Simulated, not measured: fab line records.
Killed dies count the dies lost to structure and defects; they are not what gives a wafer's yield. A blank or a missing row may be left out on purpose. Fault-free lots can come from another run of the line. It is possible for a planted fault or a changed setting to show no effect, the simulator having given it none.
fab line records	flow nand-harc
record: lots: 13	wafers: 39	last-day: 33
route steps=1302 shown P_BONDPAD@378 A_BONDPAD@1231 THIN_TSV@1275 END@1302
lots that met no fault: from a run of the same line without faults
start-h: hours from the record's first day to the start of the lot's first wafer shown	wait-h: hours from the lot's prior step to this one	" as in the row above	L1.1+2: several wafers, shown together as one row	- either no value or no given start	* or withheld: withheld	< > ~ a bound
route shown NAME@n: a module of which the file shows steps, and the number in the route of the first	usual: mean/standard deviation of fault-free wafers	same: alike in all rows	chamber/n: place in a boat	sites: per-site readings	_std_site: standard deviation across them	_edge_site: the outer-site mean with the inner-site mean subtracted	radius-mm: for every site, how far away it sits from the centre of the wafer	mask NAME#n: copy n	behind: the most recent tool/chamber to have shaped the wafer	hold: what put the lot on hold/how long, in hours/how the hold closed	device: whichever transistor did not switch (one of n, p or np)	end of line: the same wafers' tests at the end of the route	a step with no rows: only its recipe	killed: the dies lost at the first sort to structure and to defects; this is not the yield of the wafer	map: per-die view of a wafer (x killed, . not killed, _ where there is no die)
set.NAME: the setting that was run; set.NAME@STEP: the one run at that earlier step	model.NAME: the simulator's own value behind a step, which no gauge read
route steps across a sampled set of lots; one table per step, one row per wafer
services: from which hour (start-h, from the record's first day; less than 0 if before it) a tool's chamber was out of use, for how many hours, and why
== steps ==
step: NHARC_P_BONDPAD_ECD_18
recipe: target-thk-a: 4000	bath-temp-c: 25	material: Cu
lot.wafer	tool	chamber	start-h	wait-h
L836.1+6+5	ecd-cu-01	1,1,0	145.79	-
L838.2+4+6	ecd-cu-02	0	171.15	-
L839.2+4+6	ecd-cu-02	1,0,1	174.79	-
L842.4+6+5	ecd-cu-02	1,1,0	208.78	-
L845.2+3+6	ecd-cu-01	0,0,1	236.57	-
L846.1+3+6	ecd-cu-01	1,0,0	245.69	-
L847.1+5+6	ecd-cu-02	1,1,0	253.17	-
L849.4+3+6	ecd-cu-02	0,1,1	286.35	-
L850.2+1+3	ecd-cu-02	1,0,1	287.06	-
L851.2+1+5	ecd-cu-02	1,0,0	312.20	-
L856.2+3+6	ecd-cu-01	1,0,0	352.81	-
L857.1+2+4	ecd-cu-02	0,1,0	357.23	-
L858.4+5+6	ecd-cu-02	0,0,1	358.52	-
step: NHARC_A_BONDPAD_CMP_19
recipe: t-overpolish-s: 30	cu-recess-touch-s: 16	target-thk-nm: 169.82
usual: motor-current-A: 12.5/1.2	overpolish-run-s: 29.999/0.0091
lot.wafer	tool	chamber	start-h	wait-h	motor-current-A	overpolish-run-s
L836.1	cmp-01	2	536.56	-	13.1	30.007
L836.6	"	0	"	"	11.5	29.991
L836.5	"	1	"	"	14.6	29.979
L838.4	cmp-04	3	550.04	-	13.1	30.000
L838.2	"	1	"	"	11.6	30.010
L838.6	"	3	"	"	12.4	29.996
L839.2	cmp-03	0	551.93	-	13.9	29.999
L839.4	"	2	"	"	10.7	30.001
L839.6	"	1	"	"	13.3	29.999
L842.4	cmp-04	3	596.75	-	12.8	29.992
L842.5	"	2	"	"	12.3	30.015
L842.6	"	3	"	"	13.1	29.990
L845.3	cmp-04	2	631.89	-	12.3	30.003
L845.2	"	0	"	"	12.8	30.001
L845.6	"	1	"	"	12.5	30.004
L846.3	cmp-01	1	644.25	-	14.2	30.002
L846.1	"	2	"	"	13.6	29.988
L846.6	"	3	"	"	10.6	30.009
L847.1	cmp-01	0	648.94	-	11.2	29.998
L847.6	"	1	"	"	15.6	30.001
L847.5	"	2	"	"	12.6	29.985
L850.2	cmp-04	2	665.73	-	12.6	30.008
L850.1	"	3	"	"	12.9	30.001
L850.3	"	0	"	"	13.2	29.991
L849.4	cmp-04	3	667.49	-	12.7	29.994
L849.3	"	2	"	"	12.2	29.996
L849.6	"	0	"	"	12.5	30.011
L851.1	cmp-04	2	690.05	-	11.7	29.991
L851.2	"	3	"	"	13.3	29.989
L851.5	"	1	"	"	12.7	30.008
L856.3	cmp-04	3	741.27	-	13.7	30.011
L856.2	"	2	"	"	12.5	30.015
L856.6	"	0	"	"	13.1	29.992
L857.2	cmp-04	3	742.56	-	12.4	29.998
L858.6	cmp-03	3	754.45	-	10.8	29.990
step: NHARC_THIN_TSV_ANNEAL_52
recipe: temp-c: 225	time-s: 90
usual: wafer_temp_C_max: 225.94/0.26
lot.wafer	tool	chamber	start-h	wait-h	wafer_temp_C_max
L836.1	rtp-anneal-02	0	553.30	0.5	225.55
L836.5	"	0	"	"	225.43
L836.6	"	0	"	"	225.54
L838.2	rtp-anneal-02	0	564.13	0.7	225.53
L838.4	"	0	"	"	225.85
L838.6	"	0	"	"	225.86
L839.2	rtp-anneal-01	0	574.18	0.7	226.18
L839.4	"	0	"	"	226.06
L839.6	"	0	"	"	226.25
L842.4	rtp-anneal-02	0	613.53	0.5	225.93
L842.5	"	0	"	"	226.07
L842.6	"	0	"	"	226.13
L845.2	rtp-anneal-01	0	651.12	0.6	225.96
L845.3	"	0	"	"	225.92
L845.6	"	0	"	"	225.53
L846.1	rtp-anneal-02	0	663.19	0.5	225.52
L846.3	"	0	"	"	225.60
L846.6	"	0	"	"	225.47
L847.1	rtp-anneal-02	0	665.60	0.5	226.11
L847.5	"	0	"	"	225.86
L847.6	"	0	"	"	226.24
L849.3	rtp-anneal-01	0	682.64	0.5	226.38
L849.4	"	0	"	"	225.85
L849.6	"	0	"	"	225.45
L850.1	rtp-anneal-01	0	683.61	0.6	226.47
L850.2	"	0	"	"	226.42
L850.3	"	0	"	"	226.55
L851.1	rtp-anneal-01	0	708.05	0.5	226.23
L851.2	"	0	"	"	226.13
L851.5	"	0	"	"	225.98
L857.2	rtp-anneal-02	0	759.94	0.7	225.84
L856.2	rtp-anneal-01	0	760.82	0.6	225.85
L856.3	"	0	"	"	226.06
L856.6	"	0	"	"	225.68
L858.6	rtp-anneal-01	0	771.46	0.5	225.96
step: NHARC_THIN_TSV_CMP_21
recipe: t-overpolish-s: 30	target-thk-nm: 2000
usual: motor-current-A: 12.3/1.5	overpolish-run-s: 30.000/0.0086
lot.wafer	tool	chamber	start-h	wait-h	motor-current-A	overpolish-run-s
L836.1	cmp-03	3	553.73	-	11.3	29.997
L836.6	"	0	"	"	13.7	29.998
L836.5	"	1	"	"	13.3	29.990
L838.4	cmp-03	0	564.43	-	13.7	29.998
L838.2	"	3	"	"	10.4	29.998
L838.6	"	0	"	"	13.7	30.003
L839.2	cmp-02	0	574.53	-	11.7	29.995
L839.4	"	1	"	"	14.8	29.997
L839.6	"	3	"	"	13.4	30.004
L842.4	cmp-02	0	613.72	-	10.9	30.003
L842.6	"	0	"	"	11.5	29.985
L842.5	"	1	"	"	14.7	30.003
L845.2	cmp-01	1	651.47	-	15.0	30.004
L845.3	"	2	"	"	13.4	30.013
L845.6	"	0	"	"	11.2	30.003
L846.1	cmp-01	2	663.53	-	13.4	30.005
L846.3	"	1	"	"	14.5	29.999
L846.6	"	2	"	"	13.4	30.018
L847.1	cmp-03	2	666.00	-	10.8	29.997
L847.5	"	0	"	"	13.8	30.012
L847.6	"	1	"	"	14.0	29.996
L849.3	cmp-03	3	682.88	-	10.7	29.993
L849.4	"	1	"	"	13.5	29.986
L849.6	"	3	"	"	11.2	30.005
L850.3	cmp-03	3	683.96	-	11.0	30.000
L850.2	"	1	"	"	13.6	30.003
L850.1	"	2	"	"	10.7	30.000
L851.1	cmp-03	2	708.39	-	10.5	29.999
L851.2	"	3	"	"	11.4	30.009
L851.5	"	2	"	"	10.4	30.001
L857.2	cmp-01	2	760.32	-	13.4	29.990
L856.3	cmp-02	2	761.12	-	10.9	29.979
L856.2	"	3	"	"	12.9	29.995
L856.6	"	3	"	"	13.0	30.012
L858.6	cmp-01	0	771.66	-	11.3	29.998
step: NHARC_END_SORT_01
recipe: temp-c: 25
usual: defect-limited-yield: 91.6/2.8	killed-at-array: 52/19	killed-at-other: 1.0/1.2	killed-at-periphery: 4.1/2.8	killed-dies: 57/19	killed-open: 3.1/1.7	killed-short: 2.5/1.5	sort_bin_2_pct: 3.0/1.2	sort_bin_3_pct: 0.6/0.36	sort_bin_4_pct: 4.9/1.6	sort-n-pass: 620/19	sort-rim-yield-pct: 91/5	sort-yield-pct: 91.6/2.8
same: gross-dies: 677	sort_bin_5_pct[%]: 0	sort_bin_6_pct[%]: 0	sort_bin_7_pct[%]: 0	sort_bin_8_pct[%]: 0	sort-rim-n-gross: 106.00
lot.wafer	tool	chamber	start-h	wait-h	defect-limited-yield[%]	killed-at-array	killed-at-other	killed-at-periphery	killed-dies	killed-open	killed-short	sort_bin_2_pct[%]	sort_bin_3_pct[%]	sort_bin_4_pct[%]	sort-n-pass	sort-rim-yield-pct[%]	sort-yield-pct[%]
L838.2	prober-02	0	575.99	2.8	89.5	65	0	6	71	4	4	4.0	0.6	5.9	606	99	89.5
L838.4	prober-02	0	577.59	3.4	91.4	52	3	3	58	3	1	3.2	0.7	4.6	619	89	91.4
L838.6	prober-02	0	579.19	4.0	92.3	47	0	5	52	3	2	3.7	0.6	3.4	625	96	92.3
L842.4	prober-01	0	626.71	3.4	92.0	49	2	3	54	5	2	2.8	0.7	4.4	623	82	92.0
L842.5	prober-01	0	627.51	3.7	86.9	89	0	0	89	2	1	4.9	1.2	7.1	588	94	86.9
L842.6	prober-01	0	628.31	4.0	91.9	51	1	3	55	1	2	3.0	0.3	4.9	622	78	91.9
L847.1	prober-01	0	674.86	2.5	95.4	17	2	12	31	3	2	0.9	0.1	3.5	646	95	95.4
L847.5	prober-01	0	678.01	3.6	95.9	20	4	4	28	2	2	1.0	0.1	3.0	649	99	95.9
L847.6	prober-01	0	678.79	3.9	95.6	22	1	7	30	2	3	1.5	0	3.0	647	89	95.6
L846.1	prober-02	0	674.91	2.5	90.5	55	1	8	64	1	1	3.2	0.7	5.5	613	83	90.5
L846.3	prober-02	0	676.53	3.1	90.4	59	2	4	65	2	1	3.4	0.4	5.8	612	91	90.4
L846.6	prober-02	0	678.95	4.0	92.8	40	0	9	49	1	1	1.9	0.6	4.7	628	88	92.8
L857.1	prober-02	0	771.23	2.5	0	70	1	606	677	1	3	93.1	0.4	6.5	0	0	0
L857.2	prober-02	0	772.05	2.8	87.4	73	4	8	85	5	4	3.8	1.3	7.4	592	87	87.4
L857.4	prober-02	0	773.69	3.5	0	71	4	602	677	5	3	92.2	0.1	7.7	0	0	0
L858.4	prober-01	0	787.73	3.4	0	62	0	615	677	3	2	95.1	1.8	3.1	0	0	0
L858.5	prober-01	0	788.53	3.7	0	65	0	612	677	4	0	93.8	1.0	5.2	0	0	0
L858.6	prober-01	0	789.33	4.0	89.5	69	0	2	71	4	4	3.7	1.3	5.5	606	91	89.5
killed by level:class
L838.2 A_CHANNEL_HOLE_D1:chamber-film-flake=39 A_CHANNEL_HOLE_D2:chamber-film-flake=6 A_WL_FILL:chamber-film-flake=6 A_STAIRCASE:chamber-film-flake=5 A_CHANNEL_HOLE_D2:geometric-particle:short=2 P_GATE:chamber-film-flake=2 P_GATE:geometric-particle:short=1 P_GATE:geometric-particle:open=1
L838.4 A_CHANNEL_HOLE_D1:chamber-film-flake=23 A_CHANNEL_HOLE_D2:chamber-film-flake=14 A_WL_FILL:chamber-film-flake=4 A_STAIRCASE:chamber-film-flake=3 A_CONTACT:chamber-film-flake=3 THIN_TSV:chamber-film-flake=3 A_CHANNEL_HOLE_D2:geometric-particle:open=2 P_GATE:geometric-particle:short=1
L838.6 A_CHANNEL_HOLE_D1:chamber-film-flake=30 A_STAIRCASE:chamber-film-flake=4 A_CHANNEL_HOLE_D2:chamber-film-flake=3 A_WL_FILL:chamber-film-flake=3 P_CONTACT:geometric-particle:open=1 P_M2:geometric-particle:open=1 A_ONON_D1:geometric-particle:open=1 A_ONON_D2:geometric-particle:short=1
L842.4 A_CHANNEL_HOLE_D2:chamber-film-flake=21 A_SLIT:chamber-film-flake=11 A_STAIRCASE:chamber-film-flake=4 A_CHANNEL_HOLE_D1:chamber-film-flake=2 THIN_TSV:chamber-film-flake=2 A_WL_FILL:chamber-film-flake=2 P_CONTACT:geometric-particle:open=1 P_M0:geometric-particle:open=1
L842.5 A_CHANNEL_HOLE_D2:chamber-film-flake=38 A_SLIT:chamber-film-flake=30 A_STAIRCASE:chamber-film-flake=5 A_CHANNEL_HOLE_D1:chamber-film-flake=4 A_CHANNEL_FILL_D1:chamber-film-flake=2 A_WL_FILL:chamber-film-flake=2 A_CONTACT:chamber-film-flake=2 A_CHANNEL_FILL_D1:geometric-particle:open=1
L842.6 A_CHANNEL_HOLE_D2:chamber-film-flake=19 A_SLIT:chamber-film-flake=12 A_STAIRCASE:chamber-film-flake=9 A_CONTACT:chamber-film-flake=3 P_GATE:chamber-film-flake=2 A_CHANNEL_FILL_D1:chamber-film-flake=2 A_WL_FILL:chamber-film-flake=2 A_SOURCE_PLATE:geometric-particle:open=1
L847.1 P_GATE:chamber-film-flake=6 A_CHANNEL_HOLE_D1:chamber-film-flake=5 P_BONDPAD:chamber-film-flake=5 A_CONTACT:chamber-film-flake=4 A_WL_FILL:chamber-film-flake=2 A_ONON_D1:geometric-particle:short=1 A_CHANNEL_HOLE_D1:geometric-particle:short=1 A_ONON_D2:geometric-particle:open=1
L846.1 A_SLIT:chamber-film-flake=16 A_CHANNEL_HOLE_D2:chamber-film-flake=13 A_CHANNEL_HOLE_D1:chamber-film-flake=10 A_CONTACT:chamber-film-flake=7 A_STAIRCASE:chamber-film-flake=6 P_CONTACT:chamber-film-flake=4 P_ZERO_WELL:chamber-film-flake=3 P_CONTACT:geometric-particle:open=1
L846.3 A_SLIT:chamber-film-flake=33 A_CHANNEL_HOLE_D1:chamber-film-flake=8 A_CHANNEL_HOLE_D2:chamber-film-flake=5 A_STAIRCASE:chamber-film-flake=5 A_CONTACT:chamber-film-flake=3 P_CONTACT:chamber-film-flake=2 A_CHANNEL_HOLE_D2:unspecified=2 A_CHANNEL_FILL_D1:geometric-particle:short=1
L847.5 A_CHANNEL_HOLE_D1:chamber-film-flake=7 A_SLIT:chamber-film-flake=6 P_GATE:chamber-film-flake=2 P_BONDPAD:chamber-film-flake=2 A_CONTACT:chamber-film-flake=2 HYBRID_BOND:chamber-film-flake=2 A_ONON_D1:geometric-particle:open=1 A_WL_FILL:geometric-particle:short=1
L847.6 A_CHANNEL_HOLE_D1:chamber-film-flake=6 P_GATE:chamber-film-flake=5 A_WL_FILL:chamber-film-flake=5 A_CONTACT:chamber-film-flake=3 A_STAIRCASE:chamber-film-flake=2 A_SLIT:chamber-film-flake=2 P_M1:geometric-particle:short=1 A_WL_FILL:geometric-particle:open=1
L846.6 A_SLIT:chamber-film-flake=13 A_CHANNEL_HOLE_D1:chamber-film-flake=11 P_CONTACT:chamber-film-flake=6 A_STAIRCASE:chamber-film-flake=6 A_CHANNEL_HOLE_D2:chamber-film-flake=4 A_CONTACT:chamber-film-flake=3 P_M0:geometric-particle:open=1 A_CHANNEL_FILL_D1:geometric-particle:short=1
L857.1 P_BONDPAD:area-ecd=599 A_SLIT:chamber-film-flake=39 A_CHANNEL_HOLE_D2:chamber-film-flake=10 A_CONTACT:chamber-film-flake=9 P_ZERO_WELL:chamber-film-flake=4 P_M2:chamber-film-flake=3 A_WL_FILL:geometric-particle:short=2 A_STAIRCASE:chamber-film-flake=2
L857.2 A_CHANNEL_HOLE_D2:chamber-film-flake=33 A_SLIT:chamber-film-flake=13 A_CONTACT:chamber-film-flake=12 P_M2:chamber-film-flake=5 A_STAIRCASE:chamber-film-flake=4 THIN_TSV:chamber-film-flake=4 A_WL_FILL:chamber-film-flake=3 P_CONTACT:geometric-particle:open=2
L857.4 P_BONDPAD:area-ecd=596 A_SLIT:chamber-film-flake=39 A_CHANNEL_HOLE_D2:chamber-film-flake=12 A_CONTACT:chamber-film-flake=8 P_M2:chamber-film-flake=4 A_WL_FILL:chamber-film-flake=3 THIN_TSV:chamber-film-flake=3 A_STAIRCASE:chamber-film-flake=2
L858.4 P_BONDPAD:area-ecd=612 A_CHANNEL_HOLE_D2:chamber-film-flake=23 A_SLIT:chamber-film-flake=18 A_CHANNEL_HOLE_D1:chamber-film-flake=9 A_CHANNEL_FILL_D1:chamber-film-flake=3 A_CONTACT:chamber-film-flake=3 A_STAIRCASE:chamber-film-flake=2 P_GATE:geometric-particle:open=1
L858.5 P_BONDPAD:area-ecd=609 A_CHANNEL_HOLE_D2:chamber-film-flake=32 A_SLIT:chamber-film-flake=11 A_CONTACT:chamber-film-flake=7 A_CHANNEL_HOLE_D1:chamber-film-flake=3 P_STI:chamber-film-flake=2 A_CHANNEL_FILL_D1:chamber-film-flake=2 A_DECK1_JOINT:chamber-film-flake=2
L858.6 A_SLIT:chamber-film-flake=29 A_CHANNEL_HOLE_D1:chamber-film-flake=14 A_CHANNEL_HOLE_D2:chamber-film-flake=11 A_STAIRCASE:chamber-film-flake=3 A_WL_FILL:chamber-film-flake=2 A_M1:chamber-film-flake=2 P_GATE:geometric-particle:short=1 A_SOURCE_PLATE:geometric-particle:short=1
== services ==
tool	chamber	start-h	hours	kind
cmp-04	-	148.73	1.4	repair
cmp-03	-	162.10	4.0	pm
cmp-04	-	192.22	5.9	repair
cmp-04	-	210.72	4.0	pm
ecd-cu-02	-	244.95	8.0	pm
cmp-03	-	245.31	0.5	repair
cmp-04	-	252.06	2.0	repair
cmp-03	-	260.10	4.0	pm
cmp-03	-	293.72	1.2	repair
cmp-03	-	304.53	1.0	repair
cmp-04	-	308.72	4.0	pm
cmp-03	-	311.48	1.1	repair
cmp-04	-	330.74	1.3	repair
cmp-03	-	358.13	4.0	pm
cmp-03	-	374.46	12.2	repair
cmp-04	-	406.72	4.0	pm
ecd-cu-02	-	408.62	1.5	repair
ecd-cu-02	-	420.95	8.0	pm
cmp-04	-	444.64	1.2	repair
cmp-03	-	447.63	0.6	repair
cmp-03	-	456.13	4.0	pm
ecd-cu-02	-	458.89	4.5	repair
ecd-cu-02	-	505.80	0.5	repair
ecd-cu-02	-	596.95	8.0	pm
== key ==
first-sign: step: NHARC_END_SORT_01	reading: killed-at-periphery	direction: up	sigmas: 99+	usual: 4.1	struck: 608.8
effect: step: NHARC_END_SORT_01	reading: sort_bin_2_pct	direction: up	sigmas: 74	usual: 3.0	struck: 93.5
more-kills-born-at: NHARC_P_BONDPAD_ECD_18@ecd-cu-02: 2416
met-at NHARC_P_BONDPAD_ECD_18
struck-lots L857,L858
struck-wafers L857.1,L857.4,L858.4,L858.5
later-rows-left-out L857.1,L857.4,L858.4,L858.5
not-acting-at NHARC_A_BONDPAD_CMP_19,NHARC_THIN_TSV_ANNEAL_52,NHARC_THIN_TSV_CMP_21
onset-between 312.20 357.23
fault: kind: process-parameter-drift	tool: ecd-cu-02	chamber: 0	onset-h: 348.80	steps: NHARC_P_BONDPAD_ECD_18	channel: target-thk-a	offset: *	shape: step	end-h: 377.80	acts-in: *	stated: *
later-rows-left-out: the simulator's readings of these wafers behind a module that went badly wrong aren't trusted and aren't shown, but for the sort
